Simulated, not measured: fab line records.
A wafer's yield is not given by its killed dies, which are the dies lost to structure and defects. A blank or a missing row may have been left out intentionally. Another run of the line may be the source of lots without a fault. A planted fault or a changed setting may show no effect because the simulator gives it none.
Comparing a struck lot with a sound one ; flow n5 finfet ; 38 out of 1938 route steps
Sound: wafers L884.2, L884.3, L884.4. Struck: wafer L870.1. (L870.3, L870.4 of the same lot were not struck and are left out.) The cause comes at the end.
For every step that has rows: the tool of each side, followed by ch and its chambers, followed by its first start. Under that, the readings that differ: sound wafers ; struck wafers ; difference of the means ; sigmas: that difference in standard deviations of wafers without a fault.
alike: a reading whose means differ by less than 2 such deviations, as well as words and numbers matching on both sides. not compared: withheld readings; readings where some wafer has no value; bounds like >300 that might hide an equal value; numbers whose values overlap and for which the record gives no deviation.
Wherever a step has rows on one side only, a row that says differs or no value, or a row with sigmas, the two part there. Numbers that have no deviation but don't overlap get no sigmas and don't part them. Lack of a reading on every wafer of one side parts them only where that side has two or more wafers.

first, 9 steps without rows for these wafers: N5_BEOL_M0_ANNEAL_135 (time 60 s); N5_BEOL_M0_SPUTTER_141 (material Cu, target thk 4 nm, time 7.37 s); N5_BEOL_M0_ECD_118 (material Cu, target thk 300 nm); N5_BEOL_M0_ANNEAL_119 (time 90 s); N5_BEOL_M0_CMP_120 (polishes, stops on SiOC, t overpolish 6.9 s); N5_BEOL_M0_PRE_CLEAN_131 (time 15 s); N5_BEOL_M0_CO_CAP_123 (material Co, precursor CCTBA/H2, target thk 2 nm, time 102.1 s); N5_BEOL_M0_PRE_CLEAN_124 (time 15 s); N5_BEOL_M0_DEP_125 (deposits SiCN from 3MS/NH3, target thk 8 nm, time 14 s).
N5_BEOL_M1_ILD_DEP_00: deposits SiOC from DEMS/O2, target thk 79 nm, time 15.3 s.
  sound on pecvd-02 ch 0,2, day 10 22:47; struck on pecvd-03 ch 0, day 7 20:40
reading;sound;struck;difference;sigmas
model.SiOC_of_BEOL_M1_ILD_DEP_00.thk nm (nm);78 78.4 79.2;74.4;-4.1;
  alike: heater power w, showerhead plenum p Torr, throttle valve pct
  not compared: since wet clean h
N5_BEOL_M1_THK_MEAS_01:
  sound on film metro-01, day 10 22:50; struck on film metro-01, day 7 20:43
reading;sound;struck;difference;sigmas
M1_ILD_THK (nm);77.9 78.4 79.2;74.4;-4.1;-4
then, 24 steps without rows for these wafers: N5_BEOL_M1_PECVD_72 (deposits SiO2 from TEOS/O2, target thk 16 nm, time 18 s); N5_BEOL_M1_HM_DEP_02 (deposits TiN, target thk 20 nm); N5_BEOL_M1_COAT_61 (time 60 s, resist thk 60 nm); N5_BEOL_M1_COAT_62 (time 60 s, resist thk 12 nm); N5_BEOL_M1_COAT_73 (time 60 s, resist thk 5 nm); N5_BEOL_M1_COAT_05 (resist thk 30 nm); N5_BEOL_M1_EBR_07; N5_BEOL_M1_SOFTBAKE_06 (time 60 s); N5_BEOL_M1_EXPOSE_08 (exposes mask M1); N5_BEOL_M1_PEB_09 (peb time 60 s); N5_BEOL_M1_DEVELOP_10 (develop time 30 s); N5_BEOL_M1_DESCUM_16 (chemistry O2, time 7 s); N5_BEOL_M1_ETCH_74 (etches underlayer in N2/H2, target depth 6.5 nm, time 5.2 s); N5_BEOL_M1_ETCH_63 (etches SiARC in CF4, target depth 15.6 nm, time 26 s); N5_BEOL_M1_ETCH_64 (etches SOC in N2/H2, target depth 75 nm, overetch 15 nm, time 112.5 s); N5_BEOL_M1_STRIP_65 (strips in N2/H2); N5_BEOL_M1_STRIP_75 (strips in N2/H2); N5_BEOL_M1_STRIP_66 (strips in CF4); N5_BEOL_M1_HM_OPEN_17 (chemistry Cl2/BCl3, target TiN, target depth 20 nm, overetch 6 nm); N5_BEOL_M1_STRIP_19 (strips in O2); N5_BEOL_M1_COAT_67 (time 60 s, resist thk 60 nm); N5_BEOL_M1_COAT_68 (time 60 s, resist thk 12 nm); N5_BEOL_M1_COAT_76 (time 60 s, resist thk 5 nm); N5_BEOL_M1_COAT_22 (resist thk 30 nm).
N5_BEOL_M1_CMP_52: polishes, stops on SiOC, t overpolish 6.8 s, target thk 40 nm.
  sound on cmp-04 ch 0,1,2, day 11 10:52; struck on cmp-02 ch 2, day 8 10:41
reading;sound;struck;difference;sigmas
model.SiOC_of_BEOL_M1_ILD_DEP_00.thk nm (nm);77 77.4 78.2;73.4;-4.1;
  alike: barrier field endpoint s, clearing platen down force psi, clearing platen rpm, head pressure psi, motor current A, overpolish run s, slurry flow ml min, time to endpoint s
N5_BEOL_M4_RC_MEAS_101:
  sound on prober-02 ch 0, day 13 16:15; struck on prober-01 ch 0, day 10 00:34
reading;sound;struck;difference;sigmas
SS_N (mV/dec);72.2 72.0 71.6;70.5;-1.4;-2
  alike: DIBL_N, DIBL_P, IOFF_N, IOFF_P, ION_N, ION_P, SS_P, VT_N, VT_P
-- record jumps: 5 days separate the struck wafers' starts on either side; left off in module BEOL_M4, taken up again in module PASSIVATION, whose first shown step is the route's number 1936 --
N5_PASSIVATION_PROBE_49:
  sound on prober-02, day 17 22:49; struck on prober-01, day 14 16:47
reading;sound;struck;difference;sigmas
killed_at_M4_up;23 24 18;7;-15;-3
killed at other;1 2 3;12;+10;+4
  alike: defect limited yield, killed_at_M0_to_M3, killed at contacts, killed at front end, killed dies, killed open, killed short, sort_bin_5_function, sort_bin_6_memory, sort n pass, sort yield pct

WHERE THEY PART
At N5_BEOL_M1_THK_MEAS_01 first; at N5_PASSIVATION_PROBE_49 last (within this record only).

WHY: what had been put in by the simulator
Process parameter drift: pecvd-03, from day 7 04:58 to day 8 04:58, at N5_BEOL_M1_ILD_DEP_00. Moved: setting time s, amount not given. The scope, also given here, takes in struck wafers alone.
